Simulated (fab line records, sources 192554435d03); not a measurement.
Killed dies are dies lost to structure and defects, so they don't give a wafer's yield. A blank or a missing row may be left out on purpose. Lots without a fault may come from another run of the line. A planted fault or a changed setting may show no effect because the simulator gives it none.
Chamber matching | flow n5_finfet | N5_BEOL_M10_STRIP_19 on rie_diel-04: 4 sister chambers
The step strips in O2. 18 wafers are shown with their chamber, then 9 later ones without.

WAFERS WITH THEIR CHAMBER
wafer  | chamber | drypump_motor_current_A (A) | showerhead_plenum_p_Torr (Torr) | throttle_valve_pct (%)
L074.1 | 0       | 6.1                         | 2.18                            | 16.87
L074.3 | 1       | 5.2                         | 1.99                            | 16.89
L074.6 | 2       | 6.0                         | 2.06                            | 16.71
L075.1 | 1       | 5.1                         | 1.98                            | 16.93
L075.4 | 3       | 5.5                         | 2.03                            | 16.82
L075.5 | 1       | 5.1                         | 1.99                            | 16.91
L078.1 | 1       | 5.1                         | 1.98                            | 16.94
L078.5 | 3       | 5.5                         | 2.03                            | 16.80
L078.6 | 2       | 6.0                         | 2.06                            | 16.74
L076.4 | 1       | 5.1                         | 1.98                            | 16.92
L076.5 | 1       | 5.1                         | 1.98                            | 16.92
L076.6 | 0       | 6.1                         | 2.18                            | 16.88
L089.1 | 0       | 6.1                         | 2.17                            | 16.49
L089.3 | 2       | 6.0                         | 2.05                            | 16.34
L089.5 | 2       | 6.0                         | 2.05                            | 16.34
L092.1 | 3       | 5.5                         | 2.02                            | 16.87
L092.2 | 1       | 5.1                         | 1.97                            | 16.97
L092.3 | 2       | 6.0                         | 2.05                            | 16.34

SIGNATURES (means of the wafers above)
reading                  | chamber 0 | chamber 1 | chamber 2 | chamber 3 | scatter within a chamber
drypump_motor_current_A  | 6.100     | 5.114     | 6.000     | 5.500     | 0.0247
showerhead_plenum_p_Torr | 2.1767    | 1.9814    | 2.0540    | 2.0267    | 0.00621
throttle_valve_pct       | 16.7467   | 16.9257   | 16.4940   | 16.8300   | 0.142
Rule: a wafer's distance from a chamber is the root of the sum, over the readings, of the square of ((its reading less the chamber's mean) divided by the reading's scatter). The wafer belongs to the nearest chamber; if the next one is less than 2 further off, it can't be placed. The scatter: the root of (the sum of the squares of (reading less its chamber's mean) over the shown wafers, divided by (wafers less chambers)).

WAFERS WITHOUT THEIR CHAMBER
wafer  | drypump_motor_current_A (A) | showerhead_plenum_p_Torr (Torr) | throttle_valve_pct (%)
L091.2 | 5.5                         | 2.02                            | 16.88
L091.4 | 6.1                         | 2.17                            | 16.49
L091.6 | 6.1                         | 2.17                            | 16.49
L097.3 | 5.1                         | 1.97                            | 16.98
L097.4 | 5.5                         | 2.02                            | 16.92
L097.5 | 5.1                         | 1.97                            | 16.99
L095.2 | 5.1                         | 1.97                            | 16.98
L095.5 | 6.0                         | 2.05                            | 16.37
L095.6 | 5.1                         | 1.97                            | 17.00

WHICH CHAMBER EACH WENT THROUGH
wafer  | from the rows above | in truth
L091.2 | 3                   | 3
L091.4 | 0                   | 0
L091.6 | 0                   | 0
L097.3 | 1                   | 1
L097.4 | 3                   | 3
L097.5 | 1                   | 1
L095.2 | 1                   | 1
L095.5 | 2                   | 2
L095.6 | 1                   | 1
Placed correctly: 9 of 9. Can't be placed from these rows: 0. Placed wrongly: 0.
